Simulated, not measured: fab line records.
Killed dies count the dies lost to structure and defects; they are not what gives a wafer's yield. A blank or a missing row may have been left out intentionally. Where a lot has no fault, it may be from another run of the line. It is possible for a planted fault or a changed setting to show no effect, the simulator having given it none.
Which tool did it? ; flow n5 finfet ; 21 lots with 63 wafers sampled at 6 steps, on a route of 1938 steps

## WHAT THE GAUGES READ, wafer by wafer
The record lacks any reading of a measuring or inspecting step that a usual standard deviation could be used to judge.

## TOOL THAT RAN EACH LOT (tool first, then ch and the chambers of the sampled wafers, then the start)
lot;N5_HKMG_FIN_STRIP_92;N5_HKMG_FIN_STRIP_90;N5_HKMG_FIN_STRIP_69;N5_GATE_CUT_CMP_02;N5_GATE_CUT_HM_DEP_46;N5_GATE_CUT_ETCH_36
L074;rie diel-01 ch 0,2, day 4 03:07;rie diel-03 ch 0,1, day 4 05:10;plasma asher-01 ch 0,1, day 4 05:28;cmp-04 ch 0,2, day 4 10:03;pecvd-03 ch 0,1,2, day 4 10:23;rie diel-06 ch 1,2,3, day 4 11:17
L075;rie diel-03 ch 0,2, day 4 12:48;rie diel-01 ch 0,3, day 4 14:49;plasma asher-02 ch 0,1, day 4 15:07;cmp-01 ch 0,2, day 4 21:25;pecvd-04 ch 0,1, day 4 21:42;rie diel-06 ch 1,3, day 4 22:13
L076;rie diel-05 ch 0,1,2, day 4 17:25;rie diel-05 ch 0,1,2, day 4 19:31;plasma asher-01 ch 0,1, day 4 19:48;cmp-02 ch 0,1,2, day 5 00:59;pecvd-01 ch 0,1,2, day 5 01:19;rie diel-04 ch 0,1, day 5 01:53
L077;rie diel-01 ch 0,3, day 5 00:10;rie diel-01 ch 0,3, day 5 02:21;plasma asher-01 ch 0,1, day 5 02:39;cmp-04 ch 0,1,2, day 5 07:11;pecvd-04 ch 0,1,2, day 5 07:31;rie diel-04 ch 1,3, day 5 08:31
L078;rie diel-05 ch 0,2, day 5 05:45;rie diel-01 ch 0,3, day 5 07:45;plasma asher-02 ch 0,1, day 5 08:03;cmp-04 ch 1,2, day 5 12:42;pecvd-03 ch 0,1,2, day 5 13:02;rie diel-02 ch 1,2, day 5 13:33
L080;rie diel-05 ch 2,3, day 5 14:31;rie diel-01 ch 0,3, day 5 16:39;plasma asher-02 ch 0,1, day 5 16:58;cmp-04 ch 1,2, day 5 21:56;pecvd-01 ch 0,1,2, day 5 22:16;rie diel-04 ch 1,3, day 5 22:55
L081;rie diel-01 ch 0,1,3, day 5 21:58;rie diel-03 ch 0,2,3, day 6 00:00;plasma asher-01 ch 0,1, day 6 00:18;cmp-02 ch 1,2,3, day 6 04:53;pecvd-01 ch 1,2, day 6 05:14;rie diel-06 ch 1,2,3, day 6 05:52
L082;rie diel-05 ch 1,2, day 6 04:08;rie diel-03 ch 0,1,3, day 6 06:11;plasma asher-01 ch 0,1, day 6 06:29;cmp-04 ch 0,1,3, day 6 11:01;pecvd-03 ch 1,2, day 6 11:21;rie diel-02 ch 1,2,3, day 6 11:52
L083;rie diel-01 ch 1,2,3, day 6 10:56;rie diel-05 ch 0,1, day 6 13:03;plasma asher-02 ch 0,1, day 6 13:21;cmp-02 ch 1,2,3, day 6 18:08;pecvd-03 ch 0,2, day 6 18:28;rie diel-06 ch 1,2, day 6 19:12
L084;rie diel-01 ch 1,2, day 6 20:23;rie diel-01 ch 0,2, day 6 22:26;plasma asher-02 ch 0,1, day 6 22:44;cmp-02 ch 0,3, day 7 03:19;pecvd-03 ch 0,1,2, day 7 03:37;rie diel-06 ch 0,3, day 7 04:08
L085;rie diel-05 ch 1,2,3, day 7 00:43;rie diel-03 ch 0,2,3, day 7 02:50;plasma asher-01 ch 0,1, day 7 03:15;cmp-04 ch 1,2, day 7 07:40;pecvd-01 ch 0,1,2, day 7 08:01;rie diel-06 ch 0,1, day 7 09:11
L087;rie diel-03 ch 0,1,2, day 7 12:20;rie diel-01 ch 0,1, day 7 14:20;plasma asher-01 ch 0,1, day 7 14:38;cmp-01 ch 0,3, day 7 19:11;pecvd-01 ch 0,1, day 7 19:32;rie diel-04 ch 1,2,3, day 7 20:32
L088;rie diel-05 ch 1,2,3, day 7 15:11;rie diel-05 ch 1,3, day 7 17:10;plasma asher-01 ch 0,1, day 7 17:28;cmp-02 ch 0,1,2, day 7 22:01;pecvd-01 ch 0,1,2, day 7 22:21;rie diel-04 ch 0,1,3, day 7 22:52
L089;rie diel-03 ch 0,2, day 7 21:53;rie diel-01 ch 1,3, day 7 23:55;plasma asher-01 ch 0,1, day 8 00:13;cmp-02 ch 0,2, day 8 04:47;pecvd-01 ch 0,1,2, day 8 05:05;rie diel-02 ch 0,2, day 8 06:08
L090;rie diel-03 ch 1,3, day 8 05:53;rie diel-03 ch 1,2,3, day 8 08:04;plasma asher-01 ch 0,1, day 8 08:30;cmp-01 ch 1,2,3, day 8 14:06;pecvd-04 ch 1,2, day 8 14:21;rie diel-04 ch 0,1,2, day 8 14:52
L091;rie diel-03 ch 0,1,2, day 8 12:20;rie diel-03 ch 0,2, day 8 14:23;plasma asher-02 ch 0,1, day 8 14:41;cmp-04 ch 1,2, day 8 19:41;pecvd-01 ch 0,1, day 8 20:01;rie diel-02 ch 1,3, day 8 20:32
L093;rie diel-01 ch 0,1,3, day 8 22:10;rie diel-03 ch 2,3, day 9 00:14;plasma asher-02 ch 0,1, day 9 00:32;cmp-01 ch 1,2,3, day 9 05:22;pecvd-04 ch 1,2, day 9 05:39;rie diel-06 ch 0,1,3, day 9 06:40
L094;rie diel-03 ch 1,2, day 9 08:32;rie diel-05 ch 1,2, day 9 10:46;plasma asher-02 ch 0,1, day 9 11:04;cmp-02 ch 1,2, day 9 15:37;pecvd-04 ch 0,1, day 9 15:56;rie diel-06 ch 0,3, day 9 17:02
L095;rie diel-01 ch 0,3, day 9 11:01;rie diel-05 ch 0,2, day 9 13:03;plasma asher-01 ch 0,1, day 9 13:22;cmp-01 ch 0,2, day 9 18:34;pecvd-03 ch 0,2, day 9 18:52;rie diel-02 ch 0,2,3, day 9 19:22
L096;rie diel-05 ch 0,1,3, day 9 14:54;rie diel-03 ch 1,2,3, day 9 17:07;plasma asher-01 ch 0,1, day 9 17:26;cmp-04 ch 0,1,2, day 9 22:15;pecvd-01 ch 0,1, day 9 22:35;rie diel-02 ch 1,2,3, day 9 23:09
L097;rie diel-03 ch 1,2,3, day 9 23:25;rie diel-05 ch 0,1,2, day 10 01:31;plasma asher-02 ch 0,1, day 10 01:49;cmp-02 ch 1,3, day 10 06:22;pecvd-01 ch 1, day 10 06:41;rie diel-06 ch 0,1, day 10 07:13
- N5_HKMG_FIN_STRIP_92: strips SOC in N2/H2, time 20 s.
- N5_HKMG_FIN_STRIP_90: strips SOC in N2/H2, time 20 s.
- N5_HKMG_FIN_STRIP_69: strips in N2/H2, time 360 s.
- N5_GATE_CUT_CMP_02: polishes, stops on SiO2, t overpolish 12.7 s, target thk 0 nm.
- N5_GATE_CUT_HM_DEP_46: deposits SiO2 from TEOS/O2, target thk 130 nm, time 26.6 s.
- N5_GATE_CUT_ETCH_36: etches SiARC in CF4, target depth 13 nm, time 21.7 s.

## AS READ BY THE TOOLS THEMSELVES (means over the sampled wafers that have a number; for cases with no such wafer, the mark the record gives instead)
N5_HKMG_FIN_STRIP_92. Usual: drypump motor current A 5.7 A, standard deviation 0.44; oes product au 0.81 a.u., standard deviation 0.085; power w 499.9 W, standard deviation 1.4; rf vpp V 54.1 V, standard deviation 0.83; showerhead plenum p Torr 3.36 Torr, standard deviation 0.1; throttle valve pct 19.0 %, standard deviation 0.43.
lot;tool;drypump motor current A (A);oes product au (a.u.);power w (W);rf vpp V (V);showerhead plenum p Torr (Torr);throttle valve pct (%);flag
L074;rie diel-01;5.6;0.78;500.4;54.7;3.34;19.3;
L075;rie diel-03;5.8;0.88;498.6;53.8;3.26;18.9;
L076;rie diel-05;5.7;0.77;500.2;55.0;3.46;19.0;
L077;rie diel-01;5.1;0.89;501.7;53.8;3.29;18.5;
L078;rie diel-05;6.0;0.75;500.2;54.6;3.51;19.0;
L080;rie diel-05;6.0;0.72;499.5;54.1;3.44;19.3;
L081;rie diel-01;5.3;0.91;500.9;53.8;3.33;18.7;
L082;rie diel-05;6.0;0.72;501.5;55.1;3.43;19.3;
L083;rie diel-01;5.5;0.85;499.0;53.8;3.35;19.2;
L084;rie diel-01;5.7;0.79;502.0;54.5;3.38;19.6;
L085;rie diel-05;5.8;0.72;499.5;53.5;3.39;19.3;
L087;rie diel-03;6.1;0.84;499.7;54.0;3.25;18.9;
L088;rie diel-05;5.8;0.72;499.1;54.6;3.38;19.3;
L089;rie diel-03;5.6;0.74;499.8;54.5;3.21;19.1;
L090;rie diel-03;6.3;0.90;498.2;54.3;3.37;18.9;
L091;rie diel-03;6.1;0.82;500.4;54.1;3.25;18.9;
L093;rie diel-01;5.3;0.85;500.3;54.4;3.32;18.8;
L094;rie diel-03;6.2;0.87;498.9;53.9;3.27;18.8;
L095;rie diel-01;5.1;0.82;499.5;53.1;3.26;18.6;
L096;rie diel-05;5.5;0.76;499.6;54.1;3.39;19.0;
L097;rie diel-03;6.1;0.85;501.0;54.2;3.36;19.0;

N5_HKMG_FIN_STRIP_90. Usual: drypump motor current A 5.7 A, standard deviation 0.45; oes product au 0.80 a.u., standard deviation 0.088; power w 500.0 W, standard deviation 1.6; rf vpp V 54.1 V, standard deviation 0.92; showerhead plenum p Torr 3.36 Torr, standard deviation 0.11; throttle valve pct 19.0 %, standard deviation 0.43.
lot;tool;drypump motor current A (A);oes product au (a.u.);power w (W);rf vpp V (V);showerhead plenum p Torr (Torr);throttle valve pct (%);flag
L074;rie diel-03;5.9;0.69;499.6;53.5;3.22;19.2;
L075;rie diel-01;5.2;0.90;499.2;53.2;3.29;18.6;
L076;rie diel-05;5.8;0.77;499.3;54.2;3.46;19.0;
L077;rie diel-01;5.1;0.88;501.5;53.2;3.28;18.5;
L078;rie diel-01;5.2;0.88;499.7;53.6;3.29;18.6;
L080;rie diel-01;5.1;0.86;499.6;54.0;3.28;18.5;
L081;rie diel-03;5.7;0.80;499.6;55.1;3.34;19.1;
L082;rie diel-03;6.0;0.83;499.8;54.0;3.34;19.1;
L083;rie diel-05;5.5;0.79;500.6;54.1;3.47;18.6;
L084;rie diel-01;5.6;0.75;500.7;54.4;3.32;19.4;
L085;rie diel-03;5.7;0.81;499.7;53.3;3.34;19.1;
L087;rie diel-01;5.4;0.89;499.6;54.5;3.37;18.9;
L088;rie diel-05;5.6;0.74;501.6;54.3;3.34;19.2;
L089;rie diel-01;5.3;0.88;498.7;54.7;3.33;18.9;
L090;rie diel-03;6.1;0.87;499.6;54.0;3.37;18.9;
L091;rie diel-03;5.8;0.81;502.4;53.8;3.24;19.0;
L093;rie diel-03;5.8;0.84;501.2;54.5;3.44;19.1;
L094;rie diel-05;5.7;0.71;501.0;53.2;3.37;19.4;
L095;rie diel-05;6.0;0.72;499.3;53.6;3.49;19.0;
L096;rie diel-03;6.1;0.85;500.0;54.0;3.36;19.0;
L097;rie diel-05;5.7;0.73;501.6;54.2;3.43;19.0;

N5_HKMG_FIN_STRIP_69. Usual: drypump motor current A 5.6 A, standard deviation 0.3; heater power w 525 W, standard deviation 30.
lot;tool;drypump motor current A (A);heater power w (W);flag
L074;plasma asher-01;5.3;547;
L075;plasma asher-02;5.8;520;
L076;plasma asher-01;5.3;550;
L077;plasma asher-01;5.5;530;
L078;plasma asher-02;5.8;526;
L080;plasma asher-02;5.8;520;
L081;plasma asher-01;5.3;551;
L082;plasma asher-01;5.3;548;
L083;plasma asher-02;5.8;518;
L084;plasma asher-02;5.8;514;
L085;plasma asher-01;5.5;521;
L087;plasma asher-01;5.5;526;
L088;plasma asher-01;5.5;526;
L089;plasma asher-01;5.3;540;
L090;plasma asher-01;5.5;529;
L091;plasma asher-02;5.8;516;
L093;plasma asher-02;5.8;503;
L094;plasma asher-02;5.8;515;
L095;plasma asher-01;5.5;528;
L096;plasma asher-01;5.3;543;
L097;plasma asher-02;5.8;517;

N5_GATE_CUT_CMP_02. Usual: motor current A 8.8 A, standard deviation 0.96; overpolish run s 12.701 s, standard deviation 0.0093; time to endpoint s 27 s, standard deviation 3.1.
lot;tool;motor current A (A);overpolish run s (s);time to endpoint s (s);flag
L074;cmp-04;7.8;12.702;28;
L075;cmp-01;10.2;12.699;26;
L076;cmp-02;8.8;12.706;24;
L077;cmp-04;8.3;12.695;32;
L078;cmp-04;8.4;12.702;31;
L080;cmp-04;8.2;12.701;30;
L081;cmp-02;9.1;12.692;27;
L082;cmp-04;8.7;12.711;27;
L083;cmp-02;9.3;12.699;26;
L084;cmp-02;9.0;12.696;27;
L085;cmp-04;8.4;12.708;29;
L087;cmp-01;7.7;12.700;30;
L088;cmp-02;9.2;12.707;23;
L089;cmp-02;8.5;12.702;21;
L090;cmp-01;9.5;12.698;32;
L091;cmp-04;8.3;12.693;30;
L093;cmp-01;9.3;12.698;28;
L094;cmp-02;9.3;12.699;26;
L095;cmp-01;9.3;12.694;24;
L096;cmp-04;8.3;12.698;27;
L097;cmp-02;9.9;12.699;28;

N5_GATE_CUT_HM_DEP_46. Usual: chamber pressure Torr 6.501 Torr, standard deviation 0.013; heater power w 573 W, standard deviation 93; showerhead plenum p Torr 8.32 Torr, standard deviation 0.045; throttle valve pct 18.7 %, standard deviation 1.1.
lot;tool;chamber pressure Torr (Torr);heater power w (W);showerhead plenum p Torr (Torr);throttle valve pct (%);flag
L074;pecvd-03;6.496;587;8.34;17.6;
L075;pecvd-04;6.493;587;8.37;18.9;
L076;pecvd-01;6.502;557;8.29;19.5;
L077;pecvd-04;6.497;639;8.34;18.5;
L078;pecvd-03;6.507;587;8.36;17.8;
L080;pecvd-01;6.493;525;8.30;19.4;
L081;pecvd-01;6.498;451;8.29;19.9;
L082;pecvd-03;6.496;655;8.35;17.9;
L083;pecvd-03;6.499;587;8.35;17.2;
L084;pecvd-03;6.514;558;8.33;17.7;
L085;pecvd-01;6.503;525;8.29;19.2;
L087;pecvd-01;6.496;508;8.27;19.7;
L088;pecvd-01;6.496;528;8.30;19.6;
L089;pecvd-01;6.502;532;8.30;19.3;
L090;pecvd-04;6.486;555;8.35;18.6;
L091;pecvd-01;6.478;593;8.31;19.0;
L093;pecvd-04;6.492;635;8.34;18.0;
L094;pecvd-04;6.525;596;8.37;18.9;
L095;pecvd-03;6.492;608;8.34;17.6;
L096;pecvd-01;6.496;599;8.29;19.1;
L097;pecvd-01;6.512;435;8.23;20.8;

N5_GATE_CUT_ETCH_36. Usual: drypump motor current A 5.8 A, standard deviation 0.36; etch rf on time s 21.8 s, standard deviation 0.53; oes product au 0.69 a.u., standard deviation 0.068; rf vpp V 184.2 V, standard deviation 1.4; showerhead plenum p Torr 2.16 Torr, standard deviation 0.083; throttle valve pct 15.52 %, standard deviation 0.23.
lot;tool;drypump motor current A (A);etch rf on time s (s);oes product au (a.u.);rf vpp V (V);showerhead plenum p Torr (Torr);throttle valve pct (%);flag
L074;rie diel-06;5.9;21.8;0.73;185.1;2.19;15.33;
L075;rie diel-06;6.0;21.6;0.74;183.7;2.14;15.30;
L076;rie diel-04;5.5;22.3;0.60;183.9;2.13;15.68;
L077;rie diel-04;5.9;21.5;0.77;184.0;2.17;15.59;
L078;rie diel-02;5.9;21.8;0.76;185.0;2.21;15.41;
L080;rie diel-04;5.8;21.3;0.75;183.5;2.17;15.62;
L081;rie diel-06;5.9;21.9;0.71;185.3;2.19;15.34;
L082;rie diel-02;6.0;21.5;0.74;184.6;2.21;15.41;
L083;rie diel-06;6.1;21.8;0.74;184.6;2.15;15.28;
L084;rie diel-06;5.6;22.4;0.63;182.9;2.10;15.62;
L085;rie diel-06;5.8;22.2;0.66;183.2;2.06;15.54;
L087;rie diel-04;5.6;21.7;0.69;184.2;2.13;15.66;
L088;rie diel-04;5.7;22.0;0.73;184.0;2.13;15.51;
L089;rie diel-02;6.0;21.3;0.67;184.6;2.13;15.84;
L090;rie diel-04;5.5;21.8;0.70;183.5;2.10;15.54;
L091;rie diel-02;5.8;21.6;0.73;186.4;2.27;15.24;
L093;rie diel-06;5.8;22.1;0.66;183.5;2.11;15.50;
L094;rie diel-06;5.6;22.3;0.61;182.7;2.09;15.65;
L095;rie diel-02;5.8;21.4;0.68;184.0;2.19;15.66;
L096;rie diel-02;6.0;21.7;0.71;184.9;2.20;15.46;
L097;rie diel-06;6.0;21.8;0.68;183.4;2.07;15.45;

## THE ANSWER, worked out from the rows above alone
Rule: a lot counts as off when the mean over its wafers that have a number is more than 3 standard deviations away from the usual mean. A lot without any number at a reading at which 4 lots or more have one is off too. The other lots that the step has rows for count as sound. The gauges are gone through in route order, then the tools' own readings, and for those a lot's mean is taken as printed above. The first step at which some lot is off is used, and at that step the reading that is off furthest; a lot without a number counts as furthest.
No lot is off on any of the readings shown, so nothing can be concluded from this.

## WHAT THE SIMULATOR HAD PUT IN
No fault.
